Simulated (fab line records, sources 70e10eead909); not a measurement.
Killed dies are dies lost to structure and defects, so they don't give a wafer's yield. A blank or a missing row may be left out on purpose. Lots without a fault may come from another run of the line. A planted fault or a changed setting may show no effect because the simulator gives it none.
One fault seen from 3 desks | flow nand_harc | each desk has only its own numbers; what lay behind them comes last

THE TOOL OWNER'S DESK: pecvd_onon-01
The tool's own readings at NHARC_A_ONON_D1_DEP_22 (target thk 1000 nm): means of the sampled wafers that have a number, for each lot that ran on this tool. A lot is out of limits, marked OUT, if its mean lies more than 4 standard deviations from the usual mean; the brackets give that distance.
Columns: A = nh3_flow_sccm at NHARC_A_ONON_D1_DEP_22, usual 499.8 sccm; B = susceptor_temp_C at NHARC_A_ONON_D1_DEP_22, usual 399.95 C
lot  | first seen here | A     | B
L772 | day 9 09:13     | 498.1 | 399.74
L773 | day 9 20:22     | 498.0 | 400.03
L778 | day 11 06:44    | 499.6 | 399.95
L782 | day 13 05:10    | 500.2 | 399.62
L784 | day 14 13:38    | 499.7 | 400.17
L789 | day 16 06:01    | 500.5 | 400.02
L791 | day 17 03:46    | 499.4 | 400.15
This desk's finding: nothing out of limits on any of the 7 lots.

THE DEFECT DESK
What the inspections along the route counted, lot by lot: means of the sampled wafers that have a number. A lot is out of limits, marked OUT, if its mean lies more than 4 standard deviations from the usual mean; the brackets give that distance.
Columns: A = raw_defect_count at NHARC_A_SOURCE_PLATE_INSPECT_08, usual 61; B = raw_defect_count at NHARC_A_CHANNEL_HOLE_D1_INSPECT_12, usual 5.5
lot  | first seen here | A   | B
L770 | day 8 03:03     | 40  | 3.0
L772 | day 8 21:55     | 46  | 6.0
L773 | day 9 09:04     | 60  | 5.3
L775 | day 9 17:04     | 45  | 5.7
L777 | day 10 19:28    | 75  | 6.7
L778 | day 10 19:28    | 35  | 3.3
L779 | day 11 19:29    | 50  | 7.0
L781 | day 12 11:05    | 54  | 3.3
L782 | day 12 17:16    | 56  | 4.3
L783 | day 13 16:01    | 104 | 7.7
L784 | day 14 00:05    | 106 | 7.3
L789 | day 15 18:41    | 67  | -
L791 | day 16 15:28    | 67  | -
This desk's finding: nothing out of limits on any of the 13 lots.

THE METROLOGY DESK
What the gauges read, lot by lot, whatever tool the lot ran on: means of the sampled wafers that have a number. A lot is out of limits, marked OUT, if its mean lies more than 4 standard deviations from the usual mean; the brackets give that distance.
Columns: A = thk_nm at NHARC_A_ONON_D1_THK_MEAS_24, usual 999 nm
lot  | first seen here | A
L770 | day 8 17:40     | 1002
L772 | day 9 09:40     | 990
L773 | day 9 20:49     | 1004
L775 | day 10 04:52    | 1018
L777 | day 11 07:14    | 995
L778 | day 11 07:14    | 1011
L779 | day 12 07:05    | 989
L781 | day 13 00:58    | 989
L782 | day 13 05:40    | 1003
L783 | day 14 04:30    | 1007
L784 | day 14 14:08    | 996
L789 | day 16 06:28    | 678 (-32) OUT
L791 | day 17 04:10    | 664 (-34) OUT
This desk's finding: out of limits on L789, L791; first on L789, day 16 06:28 (thk_nm at NHARC_A_ONON_D1_THK_MEAS_24). In limits: L770, L772, L773, L775, L777, L778, L779, L781, L782, L783, L784.

PUT TOGETHER
The metrology desk could have raised an alarm at day 16 06:28, on L789, L791.
The tool owner's desk saw nothing out of limits.
The defect desk saw nothing out of limits.
The tool owner's desk has L789, L791 on record, within its limits.
The defect desk has L789, L791 on record, within its limits.
Of the lots named, all ran NHARC_A_ONON_D1_DEP_22 on pecvd_onon-01.

WHAT THE SIMULATOR HAD PUT IN
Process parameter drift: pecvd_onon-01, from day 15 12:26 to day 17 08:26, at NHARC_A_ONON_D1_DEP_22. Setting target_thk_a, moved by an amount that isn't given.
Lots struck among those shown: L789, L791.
Hours from the fault's start to each desk's first reading out of limits: the metrology desk, 18.
